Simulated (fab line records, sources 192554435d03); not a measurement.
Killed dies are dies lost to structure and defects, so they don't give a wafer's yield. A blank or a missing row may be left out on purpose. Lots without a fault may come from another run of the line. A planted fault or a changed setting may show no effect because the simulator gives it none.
Which tool did it? | flow n5_finfet | 24 lots, 72 wafers sampled, at 3 steps of a route of 1938

WHAT THE GAUGES READ, wafer by wafer
N5_BEOL_M1_OCD_MEAS_38.
lot  | measured     | on     | trench_depth_nm (nm)
L074 | day 6 09:25  | ocd-01 | 54.9 55.0 55.4
L075 | day 6 19:26  | ocd-01 | 56.7 56.5 56.5
L076 | day 6 19:38  | ocd-02 | 55.0 55.5 55.8
L077 | day 7 01:18  | ocd-02 | 54.4 56.2 56.0
L078 | day 7 01:46  | ocd-02 | 55.6 55.0 55.1
L079 | day 7 11:46  | ocd-01 | 55.1 55.1 54.9
L081 | day 8 12:50  | ocd-02 | 56.5 54.4 56.6
L080 | day 8 13:10  | ocd-02 | 55.4 54.4 54.4
L082 | day 8 16:25  | ocd-02 | 54.4 55.2 54.0
L083 | day 8 16:12  | ocd-02 | 55.9 55.5 55.2
L084 | day 8 21:28  | ocd-02 | 55.6 54.5 54.6
L086 | day 9 13:58  | ocd-01 | 54.0 54.5 54.5
L085 | day 9 12:59  | ocd-02 | 53.8 54.4 55.3
L087 | day 9 22:36  | ocd-02 | 55.2 54.5 54.1
L089 | day 10 02:13 | ocd-01 | 54.9 54.0 55.2
L088 | day 10 06:18 | ocd-02 | 54.6 54.3 54.2
L090 | day 10 16:47 | ocd-01 | 56.5 56.6 55.5
L091 | day 10 19:50 | ocd-01 | 56.5 54.5 55.6
L092 | day 11 11:17 | ocd-01 | 55.6 54.9 54.7
L093 | day 11 15:19 | ocd-01 | 55.8 56.4 56.5
L094 | day 11 16:10 | ocd-01 | 55.0 55.5 56.4
L095 | day 12 04:52 | ocd-02 | 54.6 55.4 54.3
L096 | day 12 14:41 | ocd-01 | 55.5 57.1 57.1
L097 | day 13 03:26 | ocd-01 | 56.6 56.0 55.7

WHICH TOOL RAN EACH LOT (tool, then ch and the chambers of the sampled wafers, then the start)
lot  | N5_BEOL_M1_HM_DEP_02         | N5_BEOL_M1_STRIP_97
L074 | pvd_sputter-02, day 6 00:27  | rie_diel-06 ch 0,1,3, day 6 09:25 or earlier
L075 | pvd_sputter-02, day 6 09:11  | rie_diel-02 ch 2,3, day 6 19:26 or earlier
L076 | pvd_sputter-02, day 6 16:49  | rie_diel-06 ch 0,1,3, day 6 19:38 or earlier
L077 | pvd_sputter-03, day 6 19:25  | rie_diel-02 ch 0,3, day 7 01:18 or earlier
L078 | pvd_sputter-03, day 6 22:31  | rie_diel-02 ch 0,1, day 7 01:46 or earlier
L079 | pvd_sputter-01, day 7 07:17  | rie_diel-06 ch 2,3, day 7 11:46 or earlier
L081 | pvd_sputter-01, day 7 21:58  | rie_diel-02 ch 0,2, day 8 12:50 or earlier
L080 | pvd_sputter-01, day 7 22:22  | rie_diel-06 ch 1,2, day 8 13:10 or earlier
L082 | pvd_sputter-01, day 8 04:13  | rie_diel-06 ch 0,2,3, day 8 16:25 or earlier
L083 | pvd_sputter-01, day 8 11:32  | rie_diel-02 ch 0,1,2, day 8 16:12 or earlier
L084 | pvd_sputter-01, day 8 15:38  | rie_diel-06 ch 0,2, day 8 21:28 or earlier
L086 | pvd_sputter-02, day 9 03:01  | rie_diel-06 ch 0,2, day 9 13:58 or earlier
L085 | pvd_sputter-02, day 9 07:19  | rie_diel-05 ch 1,2,3, day 9 12:59 or earlier
L087 | pvd_sputter-03, day 9 13:41  | rie_diel-06 ch 1,2,3, day 9 22:36 or earlier
L089 | pvd_sputter-03, day 9 18:42  | rie_diel-06 ch 2,3, day 10 02:13 or earlier
L088 | pvd_sputter-01, day 9 22:20  | rie_diel-05 ch 0,2,3, day 10 06:18 or earlier
L090 | pvd_sputter-03, day 10 05:44 | rie_diel-02 ch 1,2,3, day 10 16:47 or earlier
L091 | pvd_sputter-03, day 10 07:23 | rie_diel-02 ch 0,2,3, day 10 19:50 or earlier
L092 | pvd_sputter-01, day 10 19:46 | rie_diel-05 ch 0,1,3, day 11 11:17 or earlier
L093 | pvd_sputter-02, day 11 01:15 | rie_diel-02 ch 1,2,3, day 11 15:19 or earlier
L094 | pvd_sputter-01, day 11 04:20 | rie_diel-02 ch 0,1,3, day 11 16:10 or earlier
L095 | pvd_sputter-03, day 11 09:50 | rie_diel-06 ch 0,3, day 12 04:52 or earlier
L096 | pvd_sputter-02, day 11 14:52 | rie_diel-02 ch 0,2, day 12 14:41 or earlier
L097 | pvd_sputter-03, day 12 15:31 | rie_diel-02 ch 1,2, day 13 03:26 or earlier
- N5_BEOL_M1_HM_DEP_02: deposits TiN, target thk 20 nm.
- N5_BEOL_M1_STRIP_97: strips in N2/H2, time 10 s.

WHAT THE TOOLS THEMSELVES READ (means of the sampled wafers that have a number; where no wafer has one, the mark that the record gives instead)
N5_BEOL_M1_HM_DEP_02.
lot  | tool           | throttle_valve_pct (%)
L074 | pvd_sputter-02 | 29.9
L075 | pvd_sputter-02 | 30.7
L076 | pvd_sputter-02 | 30.4
L077 | pvd_sputter-03 | 30.0
L078 | pvd_sputter-03 | 30.0
L079 | pvd_sputter-01 | 30.8
L081 | pvd_sputter-01 | 30.8
L080 | pvd_sputter-01 | 31.0
L082 | pvd_sputter-01 | 30.9
L083 | pvd_sputter-01 | 31.0
L084 | pvd_sputter-01 | 31.1
L086 | pvd_sputter-02 | 30.1
L085 | pvd_sputter-02 | 30.2
L087 | pvd_sputter-03 | 30.3
L089 | pvd_sputter-03 | 30.2
L088 | pvd_sputter-01 | 30.5
L090 | pvd_sputter-03 | 30.3
L091 | pvd_sputter-03 | 30.2
L092 | pvd_sputter-01 | 31.4
L093 | pvd_sputter-02 | 30.0
L094 | pvd_sputter-01 | 31.1
L095 | pvd_sputter-03 | 30.3
L096 | pvd_sputter-02 | 30.1
L097 | pvd_sputter-03 | 30.5

N5_BEOL_M1_STRIP_97.
lot  | tool        | drypump_motor_current_A (A) | oes_product_au (a.u.) | rf_vpp_V (V) | showerhead_plenum_p_Torr (Torr) | throttle_valve_pct (%)
L074 | rie_diel-06 | 5.7                         | 0.79                  | 58.9         | 2.48                            | 23.60
L075 | rie_diel-02 | 5.2                         | 0.85                  | 58.7         | 2.51                            | 23.38
L076 | rie_diel-06 | 5.7                         | 0.79                  | 59.3         | 2.48                            | 23.61
L077 | rie_diel-02 | 5.0                         | 0.83                  | 58.5         | 2.50                            | 23.19
L078 | rie_diel-02 | 6.0                         | 0.85                  | 59.8         | 2.61                            | 23.27
L079 | rie_diel-06 | 6.1                         | 0.77                  | 58.9         | 2.47                            | 23.75
L081 | rie_diel-02 | 6.0                         | 0.83                  | 59.3         | 2.57                            | 23.44
L080 | rie_diel-06 | 6.1                         | 0.74                  | 59.0         | 2.49                            | 23.70
L082 | rie_diel-06 | 6.2                         | 0.73                  | 60.2         | 2.49                            | 23.72
L083 | rie_diel-02 | 6.1                         | 0.85                  | 59.2         | 2.61                            | 23.47
L084 | rie_diel-06 | 6.3                         | 0.71                  | 58.6         | 2.51                            | 23.67
L086 | rie_diel-06 | 6.3                         | 0.70                  | 59.8         | 2.51                            | 23.68
L085 | rie_diel-05 | 5.7                         | 0.80                  | 59.2         | 2.55                            | 23.28
L087 | rie_diel-06 | 5.9                         | 0.76                  | 59.4         | 2.47                            | 23.69
L089 | rie_diel-06 | 6.1                         | 0.76                  | 58.2         | 2.46                            | 23.77
L088 | rie_diel-05 | 5.4                         | 0.80                  | 59.4         | 2.59                            | 23.38
L090 | rie_diel-02 | 5.7                         | 0.83                  | 60.0         | 2.57                            | 23.58
L091 | rie_diel-02 | 5.5                         | 0.81                  | 59.4         | 2.53                            | 23.33
L092 | rie_diel-05 | 5.6                         | 0.73                  | 58.8         | 2.60                            | 23.21
L093 | rie_diel-02 | 5.7                         | 0.82                  | 58.9         | 2.57                            | 23.58
L094 | rie_diel-02 | 5.6                         | 0.82                  | 59.3         | 2.57                            | 23.39
L095 | rie_diel-06 | 6.1                         | 0.72                  | 58.6         | 2.49                            | 23.69
L096 | rie_diel-02 | 6.0                         | 0.79                  | 58.4         | 2.56                            | 23.47
L097 | rie_diel-02 | 6.3                         | 0.82                  | 59.4         | 2.64                            | 23.73

THE ANSWER, worked out from the rows above alone
Rule: what is usual is taken from the lots themselves. Put in order of their means at a reading, lots are off if they are a third of the lots or fewer, leave a main group of 4 or more, and stand apart from it by a gap of 3 or more times the standard deviation of the main group's means; of several such gaps the widest counts. A main group whose means are all the same, to the digits that the tables above print for the reading, isn't used. A lot without any number at a reading at which 4 lots or more have one is off too. The other lots that the step has rows for count as sound. The gauges are gone through in route order, then the tools' own readings, and for those a lot's mean is taken as printed above. The first step at which some lot is off is used, and at that step the reading that is off furthest; a lot without a number counts as furthest.
No lot is off at any reading shown: from this, nothing can be told.

WHAT THE SIMULATOR HAD PUT IN
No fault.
